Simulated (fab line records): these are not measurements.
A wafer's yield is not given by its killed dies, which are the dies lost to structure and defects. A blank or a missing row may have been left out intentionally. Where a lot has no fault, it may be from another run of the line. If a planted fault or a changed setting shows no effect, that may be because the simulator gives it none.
Which of the tools did it?	flow nand harc	6 lots with 18 wafers sampled at 2 steps, on a route of 1302 steps

WHAT THE GAUGES READ, wafer by wafer
NHARC_HYBRID_BOND_INSPECT_06: inspects for defects (ir void).
lot	measured	on	raw defect count
L621	day 25 01:03	defect inspect-01	53 58 47
L622	day 25 01:05	defect inspect-01	126 126 141
L636	day 30 16:16	defect inspect-01	130 112 103
L639	day 32 12:44	defect inspect-01	30 33 43
L641	day 31 22:45	defect inspect-01	54 50 60

WHICH TOOL RAN EACH LOT (tool, then ch and the chambers of the sampled wafers, then the start)
lot	NHARC_A_CHANNEL_HOLE_D1_DEP_00
L621	acl dep-01 ch 0, day 9 18:13
L622	acl dep-03 ch 0, day 10 01:54
L629	acl dep-01 ch 0, day 12 12:22
L636	acl dep-02 ch 0, day 15 09:52
L639	acl dep-01 ch 0, day 17 00:42
L641	acl dep-03 ch 0, day 17 09:48
- NHARC_A_CHANNEL_HOLE_D1_DEP_00: deposits aC, target thk 3100 nm.

THE ANSWER, worked out from the rows above alone
Rule: the lots themselves supply what counts as usual. The widest of any qualifying gaps counts: lots, ordered by their means at a reading, are off when they make up no more than a third of the lots, leave a main group of 4 or more, and stand apart from it by 3 or more times the standard deviation of that group's means. The tables above print the reading to a certain number of digits; a main group whose means all agree to those digits is not used. A lot without any number at a reading at which 4 lots or more have one is off too. The other lots that the step has rows for count as sound.
Nothing can be told from this: no lot is off at any reading shown.

WHAT THE SIMULATOR PUT IN
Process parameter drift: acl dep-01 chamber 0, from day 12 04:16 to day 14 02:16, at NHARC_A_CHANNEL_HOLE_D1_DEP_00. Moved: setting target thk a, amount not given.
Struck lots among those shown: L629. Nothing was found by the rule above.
